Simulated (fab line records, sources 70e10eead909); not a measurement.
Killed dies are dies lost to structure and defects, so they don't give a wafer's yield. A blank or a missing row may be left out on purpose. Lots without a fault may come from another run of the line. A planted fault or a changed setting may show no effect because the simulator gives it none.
Which tool did it? | flow nand_harc | 6 lots, 18 wafers sampled, at 4 steps of a route of 1302

WHAT THE GAUGES READ, wafer by wafer
NHARC_P_GATE_CD_MEAS_91: target cd 2000 nm.
lot  | measured     | on        | cd_nm (nm)
L348 | day 6 13:01  | cd_sem-03 | 2001.8 1999.9 2001.4
L350 | day 7 11:05  | cd_sem-02 | 1998.6 2000.4 1998.3
L354 | day 9 03:02  | cd_sem-01 | 1999.4 1997.9 1999.7
L356 | day 10 03:37 | cd_sem-01 | 1998.8 1999.6 1999.2
L358 | day 10 18:00 | cd_sem-02 | 1999.4 2000.8 2000.9
L360 | day 11 21:39 | cd_sem-03 | 2000.0 1999.7 2000.7

WHICH TOOL RAN EACH LOT (tool, then ch and the chambers of the sampled wafers, then the start)
lot  | NHARC_P_GATE_DESCUM_48             | NHARC_P_GATE_STRIP_75                | NHARC_P_GATE_EXPOSE_88
L348 | rie_diel-03 ch 0,1,2, day 6 09:51  | plasma_asher-01 ch 0,1, day 6 10:31  | krf_scanner-03 ch 0, day 6 12:52
L350 | rie_diel-03 ch 1,2, day 7 07:53    | plasma_asher-01 ch 0,1, day 7 08:33  | krf_scanner-04 ch 0, day 7 10:55
L354 | rie_diel-03 ch 0,1,3, day 8 23:44  | plasma_asher-02 ch 0,1, day 9 00:24  | krf_scanner-01 ch 0, day 9 02:53
L356 | rie_diel-12 ch 0,1,3, day 10 00:25 | plasma_asher-01 ch 0,1, day 10 01:15 | krf_scanner-03 ch 0, day 10 03:28
L358 | rie_diel-03 ch 1,2, day 10 14:53   | plasma_asher-01 ch 0,1, day 10 15:36 | krf_scanner-01 ch 0, day 10 17:50
L360 | rie_diel-07 ch 0,1,3, day 11 18:22 | plasma_asher-02 ch 0,1, day 11 19:01 | krf_scanner-04 ch 0, day 11 21:30
- NHARC_P_GATE_DESCUM_48: chemistry O2, time 3 s.
- NHARC_P_GATE_STRIP_75: strips in O2.
- NHARC_P_GATE_EXPOSE_88: exposes mask P HVN, target cd 2000 nm.

THE ANSWER, worked out from the rows above alone
Rule: what is usual is taken from the lots themselves. Put in order of their means at a reading, lots are off if they are a third of the lots or fewer, leave a main group of 4 or more, and stand apart from it by a gap of 3 or more times the standard deviation of the main group's means; of several such gaps the widest counts. A main group whose means are all the same, to the digits that the tables above print for the reading, isn't used. A lot without any number at a reading at which 4 lots or more have one is off too. The other lots that the step has rows for count as sound.
No lot is off at any reading shown: from this, nothing can be told.

WHAT THE SIMULATOR HAD PUT IN
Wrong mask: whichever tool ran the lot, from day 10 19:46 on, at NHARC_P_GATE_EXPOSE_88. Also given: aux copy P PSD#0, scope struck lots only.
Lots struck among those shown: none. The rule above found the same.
